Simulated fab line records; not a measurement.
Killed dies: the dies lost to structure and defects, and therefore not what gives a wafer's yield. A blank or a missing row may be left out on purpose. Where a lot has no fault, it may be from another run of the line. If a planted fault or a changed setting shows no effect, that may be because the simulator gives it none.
fab line records | flow nand_harc
record: lots: 11 wafers: 33 last_day: 25
route steps=1159 shown A_BONDPAD@1076 THIN_TSV@1119 END@1159
lots that met no fault: from a run of the same line without faults
start_h: start of the lot's first displayed wafer, in hours after the record's first day | wait_h: hours from the lot's prior step to this one | " the same as in the row above | L1.1+2: one row covering several wafers at once | - no value present, or no start provided | * or withheld: withheld | < > ~ a bound
route shown NAME@n: names a module that has steps shown in the file, with the first one's number in the route | usual: mean and standard deviation over wafers with no fault | same: alike in all rows | chamber/n: place in a boat | sites: readings site by site | _std_site: their standard deviation | _edge_site: the outer-site mean with the inner-site mean subtracted | radius_mm: how far each site lies from the wafer's centre | mask NAME#n: copy n | behind: the most recent tool/chamber to have shaped the wafer | hold: why the lot was held/for how many hours/how that ended | device: the n, p or np transistor that did not switch | end of line: the tests these same wafers got at the end of their route | a step given without rows: its recipe and nothing more | killed: count of dies lost to structure and defects at first sort (not the wafer's yield) | map: the dies of a wafer, with x for killed, . for not killed, _ for no die there
set.NAME: the setting the step ran with; set.NAME@STEP: the setting that earlier step ran with | model.NAME: the simulator's own value behind a step, which no gauge read
route steps across a sampled set of lots; one table per step, one row per wafer
services: from which hour (start_h, from the record's first day; less than 0 if before it) a tool's chamber was out of use, for how many hours, and why
== steps ==
step: NHARC_A_BONDPAD_ETCH_34
recipe: target_depth_a: 600 overetch_a: 180 time_s: 65.91 ion_energy_ev: 200 n2_flow_sccm: 150 h2_flow_sccm: 150 ar_flow_sccm: 0 rf_w: 400 bias_w: 150 chemistry: N2/H2
usual: bias_w: 150.0/0.47 drypump_motor_current_A: 5.8/0.4 oes_product_au: 0.996/0.014 rf_vpp_V: 430.9/3 showerhead_plenum_p_Torr: 2.05/0.1 throttle_valve_pct: 14.171/0.0088
columns lot.wafer tool chamber start_h wait_h bias_w drypump_motor_current_A oes_product_au rf_hours_counter_h rf_vpp_V showerhead_plenum_p_Torr throttle_valve_pct
L317.1 rie_diel-13 0 422.01 0.1 150.2 5.2 1.024 48 434.9 2.20 14.158
L317.4 " 0 " " 150.6 5.2 1.034 - 435.4 2.20 14.167
L317.6 " 1 " " 149.5 5.6 0.988 - 428.2 1.96 14.176
L318.1 rie_diel-06 1 431.01 0.1 149.5 6.0 1.008 0 432.6 2.10 14.192
L318.3 " 2 " " 149.3 5.8 1.012 0 435.9 2.21 14.164
L318.5 " 2 " " 149.9 5.8 1.010 - 435.7 2.21 14.180
L319.4 rie_diel-06 2 436.15 0.1 149.4 5.8 1.017 0 435.9 2.21 14.170
L319.6 " 2 " " 149.3 5.8 1.011 - 434.7 2.21 14.179
L319.5 " 3 " " 149.9 6.4 0.981 - 428.4 1.96 14.179
L323.1 rie_diel-12 0 446.94 0.1 150.4 5.3 1.000 11 431.8 2.10 14.170
L323.2 " 1 " " 150.1 5.5 0.979 10 427.3 1.93 14.175
L323.3 " 2 " " 150.5 5.7 1.023 10 427.4 1.98 14.176
L322.2 rie_diel-12 0 453.12 0.1 149.9 5.3 1.000 12 433.4 2.10 14.177
L322.3 " 1 " " 150.0 5.5 0.982 11 427.6 1.93 14.176
L322.5 " 3 " " 150.1 6.0 0.980 - 430.9 2.08 14.162
L325.2 rie_diel-06 2 461.05 0.1 149.7 5.8 1.017 2 433.4 2.21 14.179
L325.1 " 0 " " 150.5 5.4 0.986 2 427.4 1.94 14.168
L325.6 " 1 " " 149.4 6.0 1.002 - 432.0 2.10 14.168
L324.3 rie_diel-06 3 463.87 0.1 150.1 6.4 0.985 2 428.3 1.96 14.169
L324.2 " 0 " " 149.1 5.4 0.990 2 428.1 1.94 14.178
L324.1 " 1 " " 150.9 6.0 0.989 2 432.7 2.10 14.173
L328.1 rie_diel-06 3 470.84 0.1 149.4 6.4 0.975 2 427.9 1.96 14.158
L328.4 " 0 " " 150.6 5.4 0.982 2 427.9 1.94 14.170
L328.2 " 1 " " 149.5 5.9 1.003 2 433.4 2.10 14.185
L326.3 rie_diel-06 3 489.58 0.1 149.9 6.4 0.986 3 427.9 1.96 14.160
L326.1 " 1 " " 150.7 6.0 1.015 3 430.2 2.10 14.160
L326.6 " 3 " " 150.8 6.4 0.985 - 427.2 1.96 14.162
L332.1 rie_diel-13 0 515.14 0.1 149.8 5.2 1.002 18 434.5 2.19 14.182
L332.3 " 3 " " 150.0 5.0 1.004 18 426.5 1.89 14.174
L332.5 " 1 " " 149.9 5.6 0.995 - 427.1 1.95 14.161
L337.4 rie_diel-06 0 551.50 0.1 150.1 5.4 0.977 5 428.7 1.94 14.185
L337.3 " 1 " " 149.5 6.0 1.001 5 431.5 2.10 14.179
L337.6 " 0 " " 150.1 5.4 0.983 - 429.6 1.94 14.171
step: NHARC_THIN_TSV_ETCH_44
recipe: target_depth_a: 15942 time_s: 797.1 cf4_flow_sccm: 150 o2_flow_sccm: 10 ar_flow_sccm: 0 rf_w: 300 bias_w: 800 chemistry: CF4/O2
usual: bias_w: 800.1/2.3 cf4_flow_sccm: 150.0/0.48 drypump_motor_current_A: 5.8/0.6 oes_product_au: 1.003/0.012 rf_vpp_V: 797/4.1 showerhead_plenum_p_Torr: 1.87/0.065 throttle_valve_pct: 16.915/0.0086
columns lot.wafer tool chamber start_h wait_h bias_w cf4_flow_sccm drypump_motor_current_A oes_product_au rf_hours_counter_h rf_vpp_V showerhead_plenum_p_Torr throttle_valve_pct
L317.4 rie_diel-09 0 445.81 0.2 797.8 150.8 5.9 0.987 1 797 1.90 16.923
L317.1 " 1 " " 801.3 150.1 6.7 0.995 1 800 1.90 16.918
L317.6 " 3 " " 800.3 149.8 6.0 1.008 - 804 1.96 16.923
L318.3 rie_diel-09 0 448.14 0.1 806.8 149.5 5.9 0.995 1 799 1.90 16.916
L318.1 " 1 " " 805.3 150.3 6.7 0.992 1 799 1.90 16.918
L318.5 " 1 " " 803.4 150.2 6.8 0.993 - 799 1.90 16.928
L319.4 rie_diel-09 0 455.16 0.1 798.2 149.7 5.9 0.979 2 800 1.90 16.908
L319.6 " 0 " " 797.3 150.6 5.9 0.989 - 797 1.90 16.921
L319.5 " 1 " " 799.3 150.4 6.7 0.994 - 799 1.90 16.926
L323.2 rie_diel-01 2 465.28 0.1 797.9 149.4 6.0 0.985 9 787 1.72 16.904
L323.1 " 0 " " 798.2 149.3 5.7 1.014 10 794 1.81 16.910
L323.3 " 1 " " 802.4 150.5 5.4 1.008 10 796 1.86 16.924
L322.2 rie_diel-09 0 466.31 0.1 801.0 150.0 5.9 0.984 3 798 1.90 16.901
L322.3 " 2 " " 801.2 150.2 6.3 1.010 3 800 1.94 16.917
L322.5 " 0 " " 804.9 149.3 5.9 0.980 - 799 1.90 16.924
L325.1 rie_diel-01 0 476.31 0.1 797.0 150.7 5.7 1.024 11 793 1.80 16.915
L325.2 " 2 " " 796.9 150.3 6.0 0.991 11 788 1.72 16.907
L325.6 " 1 " " 799.1 150.0 5.3 1.016 - 796 1.86 16.909
L328.1 rie_diel-01 0 483.69 0.1 803.1 149.7 5.7 1.031 12 794 1.80 16.921
L328.4 " 1 " " 798.5 150.3 5.3 1.017 12 796 1.86 16.901
L328.2 " 2 " " 799.2 149.9 6.0 0.988 11 786 1.72 16.916
L324.2 rie_diel-03 3 485.31 0.1 799.5 150.4 5.3 1.013 12 794 1.84 16.928
L324.1 " 1 " " 794.4 150.1 5.4 0.992 12 801 1.95 16.915
L324.3 " 2 " " 800.5 150.9 6.9 1.020 12 789 1.78 16.901
L326.3 rie_diel-09 1 506.10 0.1 800.6 149.8 6.8 1.003 5 800 1.90 16.909
L326.1 " 2 " " 803.1 150.5 6.3 1.017 5 799 1.94 16.904
L326.6 " 2 " " 799.9 149.6 6.3 1.020 - 799 1.94 16.915
L332.1 rie_diel-01 0 529.87 0.2 795.6 149.6 5.7 1.010 1 794 1.80 16.913
L332.3 " 1 " " 798.6 149.6 5.3 0.989 1 796 1.86 16.911
L332.5 " 3 " " 799.2 150.4 5.7 1.021 - 794 1.83 16.918
L337.4 rie_diel-03 0 566.83 0.1 797.6 150.0 4.8 1.000 19 796 1.85 16.917
L337.3 " 2 " " 800.2 150.7 6.8 1.008 19 790 1.78 16.923
L337.6 " 3 " " 800.9 150.8 5.3 1.002 - 794 1.84 16.910
step: NHARC_THIN_TSV_STRIP_45
recipe: power_w: 1500 temp_c: 250 chemistry: O2
usual: drypump_motor_current_A: 5.66/0.3 heater_power_w: 319/24
columns lot.wafer tool chamber start_h wait_h drypump_motor_current_A heater_power_w rf_hours_counter_h
L317.1 plasma_asher-01 1 446.53 0.1 5.75 352 54
L317.4 " 1 " " 5.73 353 -
L317.6 " 1 " " 5.75 356 -
L318.1 plasma_asher-01 0 448.93 0.1 5.52 281 55
L318.3 " 1 " " 5.73 344 -
L318.5 " 0 " " 5.54 278 -
L319.4 plasma_asher-02 0 456.58 0.7 5.28 342 -
L319.5 " 0 " " 5.29 335 -
L319.6 " 1 " " 6.11 325 -
L323.1 plasma_asher-02 0 466.18 0.1 5.30 339 37
L323.2 " 1 " " 6.07 323 37
L323.3 " 1 " " 6.11 324 -
L322.2 plasma_asher-02 0 467.05 0.1 5.31 342 38
L322.3 " 0 " " 5.31 339 -
L322.5 " 1 " " 6.11 313 -
L325.1 plasma_asher-01 1 477.10 0.1 5.73 336 4
L325.2 " 0 " " 5.51 291 4
L325.6 " 1 " " 5.75 334 -
L328.1 plasma_asher-02 1 484.44 0.1 6.12 316 44
L328.2 " 0 " " 5.26 337 44
L328.4 " 1 " " 6.10 319 -
L324.2 plasma_asher-02 0 486.10 0.1 5.31 336 44
L324.1 " 1 " " 6.09 314 44
L324.3 " 0 " " 5.28 326 -
L326.1 plasma_asher-01 1 507.07 0.2 5.73 332 15
L326.3 " 1 " " 5.73 340 -
L326.6 " 1 " " 5.73 337 -
L332.1 plasma_asher-02 1 530.59 0.1 6.12 319 58
L332.3 " 1 " " 6.11 316 -
L332.5 " 1 " " 6.13 316 -
L337.4 plasma_asher-01 1 567.66 0.2 5.74 332 -
L337.3 " 0 " " 5.51 280 -
L337.6 " 1 " " 5.73 328 -
step: NHARC_THIN_TSV_STRIP_57
recipe: time_s: 1200 temp_c: 72.5 chemistry: post_etch_residue_remover
columns lot.wafer tool chamber start_h wait_h
L317.4+1+6 wet_bench-08 3,5,7 452.29 0.2
L318.1+5+3 wet_bench-10 3,5,7 455.24 0.3
L319.5+4+6 wet_bench-08 0,1,3 463.36 0.1
L323.2+3+1 wet_bench-08 6,0,3 472.10 0.3
L322.2+5+3 wet_bench-10 7,1,3 473.10 0.3
L325.6+1+2 wet_bench-10 6,7,2 483.21 0.1
L328.4+1+2 wet_bench-10 3,4,6 490.24 0.2
L324.1+3+2 wet_bench-10 3,4,6 491.97 0.3
L326.6+3+1 wet_bench-10 7,3,4 512.98 0.1
L332.1+5+3 wet_bench-10 3,6,7 536.26 0.3
L337.4+6+3 wet_bench-08 7,0,2 573.64 0.2
step: NHARC_THIN_TSV_INSPECT_40
usual: raw_defect_count: 474/92
columns lot.wafer tool chamber start_h wait_h raw_defect_count
L317.1 defect_inspect-02 - 459.32 0.4 461
L317.4 " - " " 410
L317.6 " - " " 382
L318.1 defect_inspect-01 - 459.32 0.4 345
L318.3 " - " " 535
L318.5 " - " " 379
L319.4 defect_inspect-01 - 466.67 0.4 577
L319.5 " - " " 642
L319.6 " - " " 605
L323.1 defect_inspect-01 - 476.98 0.4 427
L323.2 " - " " 403
L323.3 " - " " 363
L322.2 defect_inspect-02 - 476.98 0.4 517
L322.3 " - " " 451
L322.5 " - " " 498
L325.1 defect_inspect-02 - 486.73 0.4 367
L325.2 " - " " 388
L325.6 " - " " 363
L328.1 defect_inspect-02 - 494.89 0.4 610
L328.2 " - " " 516
L328.4 " - " " 560
L324.1 defect_inspect-02 - 494.90 0.4 420
L324.2 " - " " 473
L324.3 " - " " 414
L326.1 defect_inspect-02 - 519.09 0.4 784
L326.3 " - " " 838
L326.6 " - " " 905
L332.1 defect_inspect-02 - 540.91 0.4 865
L332.3 " - " " 830
L332.5 " - " " 938
L337.3 defect_inspect-01 - 578.57 0.4 459
L337.4 " - " " 517
L337.6 " - " " 534
step: NHARC_END_SORT_01
recipe: temp_c: 25
usual: defect_limited_yield: 95.6/1.5 killed_at_array: 27/10 killed_at_other: 0.6/0.83 killed_at_periphery: 2.4/1.8 killed_dies: 30/10 killed_open: 3.3/1.7 killed_short: 1.8/1.4 sort_bin_2_pct: 1.3/0.69 sort_bin_3_pct: 0.25/0.24 sort_bin_4_pct: 2.8/0.94 sort_n_pass: 647/10 sort_rim_yield_pct: 96.7/2.1 sort_yield_pct: 95.6/1.5
same: gross_dies: 677 sort_bin_5_pct[%]: 0 sort_bin_6_pct[%]: 0 sort_bin_7_pct[%]: 0 sort_bin_8_pct[%]: 0 sort_rim_n_gross: 106.00
columns lot.wafer tool chamber start_h wait_h defect_limited_yield[%] killed_at_array killed_at_other killed_at_periphery killed_dies killed_open killed_short sort_bin_2_pct[%] sort_bin_3_pct[%] sort_bin_4_pct[%] sort_n_pass sort_rim_yield_pct[%] sort_yield_pct[%]
L326.1 prober-01 0 529.91 2.5 88.3 40 34 5 79 4 3 3.8 1.92 5.9 598 79.2 88.3
L326.3 prober-01 0 531.49 3.1 81.4 44 81 1 126 3 2 8.6 2.36 7.7 551 96.2 81.4
L326.6 prober-01 0 533.85 3.9 82.9 39 73 4 116 2 1 6.6 2.36 8.1 561 91.5 82.9
L332.1 prober-02 0 543.94 2.5 84.6 31 72 1 104 4 1 6.6 2.66 6.1 573 95.3 84.6
L332.3 prober-02 0 545.55 3.1 83.8 41 68 1 110 4 4 7.7 2.07 6.5 567 90.6 83.8
L332.5 prober-02 0 547.15 3.7 83.8 33 76 1 110 4 1 7.2 1.92 7.1 567 90.6 83.8
killed by level:class
L326.1 THIN_TSV:unspecified=33 A_CHANNEL_HOLE_D1:chamber_film_flake=19 A_SLIT:chamber_film_flake=9 A_STAIRCASE:chamber_film_flake=5 P_GATE:chamber_film_flake=2 P_M0:geometric_particle:open=1 P_M1:geometric_particle:short=1 A_SOURCE_PLATE:geometric_particle:open=1
L326.3 THIN_TSV:unspecified=80 A_CHANNEL_HOLE_D1:chamber_film_flake=20 A_SLIT:chamber_film_flake=13 A_CONTACT:chamber_film_flake=3 A_WL_FILL:chamber_film_flake=2 P_CONTACT:geometric_particle:open=1 A_SOURCE_PLATE:geometric_particle:open=1 A_ONON_D1:geometric_particle:short=1
L326.6 THIN_TSV:unspecified=73 A_CHANNEL_HOLE_D1:chamber_film_flake=15 A_SLIT:chamber_film_flake=15 A_CONTACT:chamber_film_flake=5 A_STAIRCASE:chamber_film_flake=2 P_STI:geometric_particle:short=1 P_CONTACT:geometric_particle:open=1 A_CONTACT:geometric_particle:open=1
L332.1 THIN_TSV:unspecified=72 A_CHANNEL_HOLE_D1:chamber_film_flake=17 A_CONTACT:chamber_film_flake=6 A_CONTACT:geometric_particle:open=3 A_STAIRCASE:chamber_film_flake=2 P_CONTACT:geometric_particle:open=1 A_STAIRCASE:geometric_particle:short=1 A_BLC:chamber_film_flake=1
L332.3 THIN_TSV:unspecified=68 A_CHANNEL_HOLE_D1:chamber_film_flake=19 A_CONTACT:chamber_film_flake=7 A_STAIRCASE:chamber_film_flake=6 A_WL_FILL:geometric_particle:short=2 P_M0:geometric_particle:short=1 A_CHANNEL_FILL_D1:geometric_particle:short=1 A_WL_FILL:geometric_particle:open=1
L332.5 THIN_TSV:unspecified=76 A_CHANNEL_HOLE_D1:chamber_film_flake=17 A_CONTACT:chamber_film_flake=10 A_WL_FILL:geometric_particle:open=2 A_STAIRCASE:chamber_film_flake=2 P_GATE:geometric_particle:open=1 A_WL_FILL:geometric_particle:short=1 A_BLC:geometric_particle:open=1
== services ==
columns tool chamber start_h hours kind
wet_bench-08 - 406.40 8.0 pm
rie_diel-13 2 413.52 13.1 repair
rie_diel-06 - 418.22 9.0 pm
rie_diel-13 3 421.53 9.9 repair
wet_bench-10 - 423.20 8.0 pm
rie_diel-09 - 431.12 9.0 pm
plasma_asher-01 - 431.91 2.3 repair
rie_diel-13 - 453.15 9.0 pm
plasma_asher-01 - 453.54 9.0 pm
rie_diel-01 3 462.92 6.4 repair
wet_bench-08 - 486.54 2.7 repair
rie_diel-01 - 492.11 9.0 pm
rie_diel-13 2 494.71 3.3 repair
rie_diel-13 1 499.40 5.5 repair
plasma_asher-02 - 509.36 2.6 repair
rie_diel-03 - 512.05 0.4 repair
rie_diel-06 1 515.39 3.0 repair
rie_diel-01 2 518.53 1.9 repair
plasma_asher-02 - 537.00 9.0 pm
rie_diel-01 1 537.50 3.3 repair
plasma_asher-01 - 548.13 1.0 repair
rie_diel-01 2 553.93 2.0 repair
rie_diel-06 3 554.11 7.9 repair
rie_diel-06 2 569.92 4.8 repair
== key ==
first_sign: step: NHARC_THIN_TSV_INSPECT_40 reading: raw_defect_count direction: up sigmas: 4.2 usual: 474 struck: 860
effect: step: NHARC_END_SORT_01 reading: killed_at_other direction: up sigmas: 67 usual: 0.6 struck: 67.3
more_kills_born_at: NHARC_THIN_TSV_STRIP_57@wet_bench-10: 402
met_at NHARC_THIN_TSV_STRIP_57
struck_lots L326,L332
not_acting_at NHARC_A_BONDPAD_ETCH_34,NHARC_THIN_TSV_ETCH_44,NHARC_THIN_TSV_STRIP_45
onset_between 491.97 512.98
fault: kind: chamber_particle_source tool: wet_bench-10 chamber: - onset_h: 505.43 steps: NHARC_THIN_TSV_STRIP_57 rate_per_visit_cm2: 0.54761 end_h: 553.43
